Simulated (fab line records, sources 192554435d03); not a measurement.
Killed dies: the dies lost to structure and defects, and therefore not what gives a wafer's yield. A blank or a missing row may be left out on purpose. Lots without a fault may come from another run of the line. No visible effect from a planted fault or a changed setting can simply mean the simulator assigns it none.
Matching of chambers	flow n5-finfet	rie-si-04 running N5_BEOL_M0_SAQP_MANDREL1_REMOVE_100: 4 sister chambers
The step chemistry HBr/Cl2/O2, target a-Si, stops on SiNx, bt time 10 s. 8 wafers are shown with their chamber, then 9 later ones without.

== WAFERS PAIRED WITH THEIR CHAMBERS ==
wafer	chamber	throttle-valve-pct (%)	drypump-motor-current-A (A)
L077.5	3	36.85	6.2
L079.6	2	36.89	5.9
L081.4	3	36.87	6.3
L083.1	1	36.78	6.2
L083.5	2	36.89	5.9
L086.2	1	36.79	6.2
L086.3	0	37.09	6.1
L086.6	0	37.09	6.1

== WAFERS WITH NO CHAMBER GIVEN ==
wafer	throttle-valve-pct (%)	drypump-motor-current-A (A)
L087.3	36.79	6.1
L087.4	36.89	5.9
L087.6	36.89	5.9
L096.1	37.11	6.1
L096.3	36.86	5.9
L096.6	37.08	6.1
L094.1	36.78	6.2
L094.2	36.90	5.9
L094.6	37.08	6.1

== CHAMBER TAKEN BY EACH ==
wafer	from the rows above	in truth
L087.3	1	1
L087.4	2	2
L087.6	2	2
L096.1	0	0
L096.3	2	2
L096.6	0	0
L094.1	1	1
L094.2	2	2
L094.6	0	0
9 of 9 placed correctly. Number that these rows cannot place: 0. Placed wrongly: 0.
How it was worked out, from the rows above alone: a wafer's distance from a chamber is the root of the sum, over the readings, of the square of ((its reading less the chamber's mean) divided by the reading's scatter). The wafer belongs to the nearest chamber; if the next one is less than 2 further off, it can't be placed. For every chamber, the mean is computed from those of its wafers that are shown. The scatter: take each reading less its chamber's mean, square it, sum over the shown wafers, divide by the number of wafers less the number of chambers, and take the root.
